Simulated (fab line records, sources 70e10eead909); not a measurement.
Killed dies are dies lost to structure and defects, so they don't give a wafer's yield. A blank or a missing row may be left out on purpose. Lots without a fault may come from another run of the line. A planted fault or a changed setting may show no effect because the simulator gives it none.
Which tool did it? | flow nand_harc | 12 lots, 36 wafers sampled, at 6 steps of a route of 1159

WHAT THE GAUGES READ, wafer by wafer
NHARC_P_ZERO_WELL_CD_MEAS_37: target cd 720 nm.
lot  | measured    | on        | cd_nm (nm)
L165 | day 2 04:10 | cd_sem-02 | 720.8 721.1 719.7
L166 | day 2 10:16 | cd_sem-02 | 721.2 719.1 718.0
L167 | day 2 16:00 | cd_sem-01 | 719.4 718.8 717.6
L170 | day 3 10:07 | cd_sem-03 | 722.1 722.3 719.2
L171 | day 3 16:14 | cd_sem-03 | - - -
L178 | day 5 09:52 | cd_sem-02 | 718.2 717.0 717.3
L180 | day 5 22:13 | cd_sem-03 | 721.1 721.1 722.8
L181 | day 6 04:18 | cd_sem-03 | 720.7 719.7 717.1
L182 | day 6 10:05 | cd_sem-03 | 719.0 717.1 719.1
L183 | day 6 16:07 | cd_sem-03 | 720.0 717.0 719.8
L184 | day 6 21:53 | cd_sem-03 | 720.6 717.9 720.9
L186 | day 7 10:08 | cd_sem-03 | 722.7 720.4 720.8

NHARC_END_SORT_01.
lot  | measured     | on        | killed_at_array | killed_at_other | killed_at_periphery | killed_dies | killed_open | killed_short
L171 | day 21 09:57 | prober-01 | 15 16 12        | 1 0 1           | 661 661 664         | 677 677 677 | 2 3 4       | 2 3 1

WHICH TOOL RAN EACH LOT (tool, then ch and the chambers of the sampled wafers, then the start)
lot  | NHARC_P_ZERO_WELL_DESCUM_26       | NHARC_P_ZERO_WELL_EXPOSE_34      | NHARC_P_GATE_ETCH_32             | NHARC_P_GATE_ETCHBACK_37
L165 | rie_diel-04 ch 0,1,3, day 2 02:40 | krf_scanner-03 ch 0, day 2 04:01 | rie_si-03 ch 1,3, day 4 22:18    | rie_diel-05 ch 1,2,3, no start
L166 | rie_diel-09 ch 0,2,3, day 2 08:45 | krf_scanner-01 ch 0, day 2 10:07 | rie_si-04 ch 0,1,3, day 5 13:47  | rie_diel-05 ch 0,2,3, no start
L167 | rie_diel-09 ch 0,2, day 2 14:39   | krf_scanner-01 ch 0, day 2 15:50 | rie_si-03 ch 1,2,3, day 5 13:55  | rie_diel-05 ch 0,2,3, no start
L170 | rie_diel-04 ch 1,2,3, day 3 08:45 | krf_scanner-01 ch 0, day 3 09:57 | rie_si-02 ch 0,1,2, day 6 07:20  | rie_diel-02 ch 0,1,2, no start
L171 | rie_diel-12 ch 0,2,3, day 3 14:46 | krf_scanner-03 ch 0, day 3 16:05 | -                                | -
L178 | rie_diel-12 ch 0,2,3, day 5 08:32 | krf_scanner-01 ch 0, day 5 09:43 | rie_si-02 ch 0,1, day 8 11:40    | rie_diel-05 ch 2,3, no start
L180 | rie_diel-09 ch 0,1,3, day 5 20:45 | krf_scanner-03 ch 0, day 5 22:04 | rie_si-02 ch 0,2,3, day 8 23:07  | rie_diel-02 ch 0,1,3, no start
L181 | rie_diel-09 ch 2,3, day 6 02:49   | krf_scanner-02 ch 0, day 6 04:08 | rie_si-03 ch 1,2,3, day 8 23:08  | rie_diel-05 ch 0,3, no start
L182 | rie_diel-12 ch 0,1,2, day 6 08:37 | krf_scanner-01 ch 0, day 6 09:56 | rie_si-04 ch 0,1,3, day 9 10:32  | rie_diel-05 ch 0,1,3, no start
L183 | rie_diel-09 ch 1,3, day 6 14:42   | krf_scanner-01 ch 0, day 6 15:58 | rie_si-03 ch 0,2,3, day 9 17:17  | rie_diel-02 ch 2,3, no start
L184 | rie_diel-12 ch 0,3, day 6 20:31   | krf_scanner-01 ch 0, day 6 21:43 | rie_si-03 ch 0,1,3, day 10 02:38 | rie_diel-02 ch 0,1,2, no start
L186 | rie_diel-09 ch 1,2, day 7 08:39   | krf_scanner-01 ch 0, day 7 09:58 | rie_si-03 ch 0,1,3, day 10 02:49 | rie_diel-02 ch 1,3, no start
- NHARC_P_ZERO_WELL_DESCUM_26: chemistry O2, time 3 s.
- NHARC_P_ZERO_WELL_EXPOSE_34: exposes mask P PWELL, target cd 720 nm.
- NHARC_P_GATE_ETCH_32: etches the open film in HBr/Cl2, target depth 150 nm, time 100.1 s.
- NHARC_P_GATE_ETCHBACK_37: etches the open film in CHF3/O2, target depth 34.5 nm, time 17.2 s.

WHAT THE TOOLS THEMSELVES READ (means of the sampled wafers that have a number; where no wafer has one, the mark that the record gives instead)
NHARC_P_ZERO_WELL_DESCUM_26.
lot  | tool        | drypump_motor_current_A (A) | oes_product_au (a.u.) | rf_vpp_V (V) | showerhead_plenum_p_Torr (Torr) | throttle_valve_pct (%)
L165 | rie_diel-04 | 5.75                        | 1.007                 | 57.6         | 1.87                            | 11.314
L166 | rie_diel-09 | 5.88                        | 0.997                 | 58.2         | 1.94                            | 11.305
L167 | rie_diel-09 | 5.98                        | 1.002                 | 57.8         | 1.88                            | 11.317
L170 | rie_diel-04 | 5.67                        | 1.005                 | 58.3         | 1.86                            | 11.315
L171 | rie_diel-12 | 5.74                        | 0.990                 | 57.7         | 1.96                            | 11.317
L178 | rie_diel-12 | 5.74                        | 1.000                 | 58.0         | 1.96                            | 11.318
L180 | rie_diel-09 | 5.72                        | 0.981                 | 58.1         | 1.95                            | 11.311
L181 | rie_diel-09 | 6.00                        | 0.984                 | 57.9         | 1.95                            | 11.314
L182 | rie_diel-12 | 5.49                        | 1.008                 | 58.0         | 1.97                            | 11.311
L183 | rie_diel-09 | 5.75                        | 0.997                 | 56.8         | 1.92                            | 11.315
L184 | rie_diel-12 | 5.87                        | 1.001                 | 58.0         | 1.99                            | 11.316
L186 | rie_diel-09 | 6.04                        | 0.998                 | 57.1         | 1.85                            | 11.317

NHARC_P_GATE_ETCH_32.
lot  | tool      | drypump_motor_current_A (A) | he_backside_leak_sccm (sccm) | oes_product_au (a.u.) | throttle_valve_pct (%)
L165 | rie_si-03 | 6.0                         | 2.87                         | 1.002                 | 26.400
L166 | rie_si-04 | 5.5                         | 2.77                         | 0.999                 | 26.404
L167 | rie_si-03 | 6.1                         | 2.60                         | 0.995                 | 26.398
L170 | rie_si-02 | 5.9                         | 2.63                         | 1.004                 | 26.412
L178 | rie_si-02 | 5.8                         | 2.60                         | 1.007                 | 26.409
L180 | rie_si-02 | 5.8                         | 2.78                         | 1.007                 | 26.404
L181 | rie_si-03 | 6.1                         | 2.55                         | 1.001                 | 26.415
L182 | rie_si-04 | 5.5                         | 2.74                         | 0.994                 | 26.397
L183 | rie_si-03 | 6.2                         | 2.85                         | 0.989                 | 26.403
L184 | rie_si-03 | 6.2                         | 2.71                         | 0.996                 | 26.412
L186 | rie_si-03 | 6.2                         | 2.78                         | 0.988                 | 26.410

NHARC_P_GATE_ETCHBACK_37.
lot  | tool        | drypump_motor_current_A (A) | oes_product_au (a.u.) | rf_vpp_V (V) | showerhead_plenum_p_Torr (Torr) | throttle_valve_pct (%)
L165 | rie_diel-05 | 5.8                         | 0.92                  | 369.0        | 2.37                            | 20.574
L166 | rie_diel-05 | 6.1                         | 0.92                  | 370.5        | 2.36                            | 20.575
L167 | rie_diel-05 | 6.0                         | 0.92                  | 370.1        | 2.36                            | 20.573
L170 | rie_diel-02 | 5.9                         | 0.94                  | 370.5        | 2.41                            | 20.577
L178 | rie_diel-05 | 6.3                         | 0.99                  | 369.6        | 2.37                            | 20.578
L180 | rie_diel-02 | 6.1                         | 0.95                  | 370.9        | 2.38                            | 20.568
L181 | rie_diel-05 | 5.7                         | 1.00                  | 371.6        | 2.43                            | 20.575
L182 | rie_diel-05 | 5.6                         | 0.94                  | 369.5        | 2.35                            | 20.564
L183 | rie_diel-02 | 5.7                         | 0.95                  | 372.2        | 2.48                            | 20.567
L184 | rie_diel-02 | 5.9                         | 0.93                  | 369.8        | 2.40                            | 20.571
L186 | rie_diel-02 | 5.9                         | 0.93                  | 370.4        | 2.44                            | 20.585

THE ANSWER, worked out from the rows above alone
Rule: what is usual is taken from the lots themselves. Put in order of their means at a reading, lots are off if they are a third of the lots or fewer, leave a main group of 4 or more, and stand apart from it by a gap of 3 or more times the standard deviation of the main group's means; of several such gaps the widest counts. A main group whose means are all the same, to the digits that the tables above print for the reading, isn't used. A lot without any number at a reading at which 4 lots or more have one is off too. The other lots that the step has rows for count as sound. The gauges are gone through in route order, then the tools' own readings, and for those a lot's mean is taken as printed above. The first step at which some lot is off is used, and at that step the reading that is off furthest; a lot without a number counts as furthest.
Off: L171, at NHARC_P_ZERO_WELL_CD_MEAS_37 (cd_nm). Without a number there: L171. The main group: mean 719.7 nm, standard deviation 1.3.
A tool fits if, at a process step before that reading, it ran every lot that is off, and no sound lot after the first of them. The gauges at NHARC_P_ZERO_WELL_CD_MEAS_37 are tried like those tools. None of those tried fits.

WHAT THE SIMULATOR HAD PUT IN
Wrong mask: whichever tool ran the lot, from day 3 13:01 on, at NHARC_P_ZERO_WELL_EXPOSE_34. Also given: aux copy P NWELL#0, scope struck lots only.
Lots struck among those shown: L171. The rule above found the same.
